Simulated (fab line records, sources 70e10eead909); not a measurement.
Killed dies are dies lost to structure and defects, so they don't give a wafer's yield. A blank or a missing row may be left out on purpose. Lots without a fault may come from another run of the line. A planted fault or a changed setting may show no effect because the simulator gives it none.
One fault seen from 3 desks | flow nand_harc | each desk has only its own numbers; what lay behind them comes last

THE TOOL OWNER'S DESK: arfi_scanner-02
The tool's own readings at NHARC_P_CONTACT_EXPOSE_09 (exposes mask P CA, target cd 90 nm): means of the sampled wafers that have a number, for each lot that ran on this tool. A lot is out of limits, marked OUT, if its mean lies more than 4 standard deviations from the usual mean; the brackets give that distance.
Columns: A = exposure_dose_mJ_cm2 at NHARC_P_CONTACT_EXPOSE_09, usual 81.21
lot  | first seen here | A
L570 | day 6 03:53     | 81.20
L575 | day 7 13:49     | 81.17
L579 | day 8 22:38     | 81.09
L582 | day 9 09:29     | 81.20
L584 | day 9 15:37     | 81.31
This desk's finding: nothing out of limits on any of the 5 lots.

THE METROLOGY DESK
What the gauges read, lot by lot, whatever tool the lot ran on: means of the sampled wafers that have a number. A lot is out of limits, marked OUT, if its mean lies more than 4 standard deviations from the usual mean; the brackets give that distance.
Columns: A = overlay_x_nm at NHARC_P_CONTACT_OVL_MEAS_13, usual -0.1 nm; B = overlay_y_nm at NHARC_P_CONTACT_OVL_MEAS_13, usual -0.1 nm
lot  | first seen here | A              | B
L570 | day 6 04:07     | -1.5           | -1.1
L571 | day 6 19:28     | -0.1           | -0.1
L574 | day 7 09:53     | -1.2           | -1.5
L575 | day 7 14:02     | 0.6            | -1.3
L577 | day 7 22:53     | -0.7           | -0.4
L580 | day 8 21:31     | 0.8            | -0.4
L579 | day 8 22:52     | 13.1 (+15) OUT | -1.5
L582 | day 9 09:42     | 12.1 (+14) OUT | 1.3
L584 | day 9 15:51     | 11.4 (+13) OUT | 0.2
L587 | day 10 14:25    | 0.6            | -0.2
L588 | day 10 20:14    | 0.3            | -0.9
L590 | day 11 05:22    | 0.8            | -1.8
This desk's finding: out of limits on L579, L582, L584; first on L579, day 8 22:52 (overlay_x_nm at NHARC_P_CONTACT_OVL_MEAS_13). In limits: L570, L571, L574, L575, L577, L580, L587, L588, L590.

THE DEFECT DESK
What the inspections along the route counted, lot by lot: means of the sampled wafers that have a number. A lot is out of limits, marked OUT, if its mean lies more than 4 standard deviations from the usual mean; the brackets give that distance.
Columns: A = raw_defect_count at NHARC_P_CONTACT_INSPECT_14, usual 4.0
lot  | first seen here | A
L570 | day 6 04:08     | 5.3
L571 | day 6 19:31     | 3.7
L574 | day 7 09:55     | 4.3
L575 | day 7 14:05     | 6.0
L577 | day 7 22:55     | 6.0
L580 | day 8 21:34     | 3.7
L579 | day 8 22:54     | 1.3
L582 | day 9 09:44     | 3.0
L584 | day 9 15:53     | 5.0
L587 | day 10 14:26    | 2.0
L588 | day 10 20:16    | 3.7
L590 | day 11 05:25    | 4.3
This desk's finding: nothing out of limits on any of the 12 lots.

PUT TOGETHER
The metrology desk could have raised an alarm at day 8 22:52, on L579, L582, L584.
The tool owner's desk saw nothing out of limits.
The defect desk saw nothing out of limits.
The tool owner's desk has L579, L582, L584 on record, within its limits.
The defect desk has L579, L582, L584 on record, within its limits.
Of the lots named, all ran NHARC_P_CONTACT_EXPOSE_09 on arfi_scanner-02.

WHAT THE SIMULATOR HAD PUT IN
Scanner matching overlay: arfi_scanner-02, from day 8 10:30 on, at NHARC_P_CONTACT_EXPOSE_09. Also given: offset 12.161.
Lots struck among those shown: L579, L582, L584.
Hours from the fault's start to each desk's first reading out of limits: the metrology desk, 12.
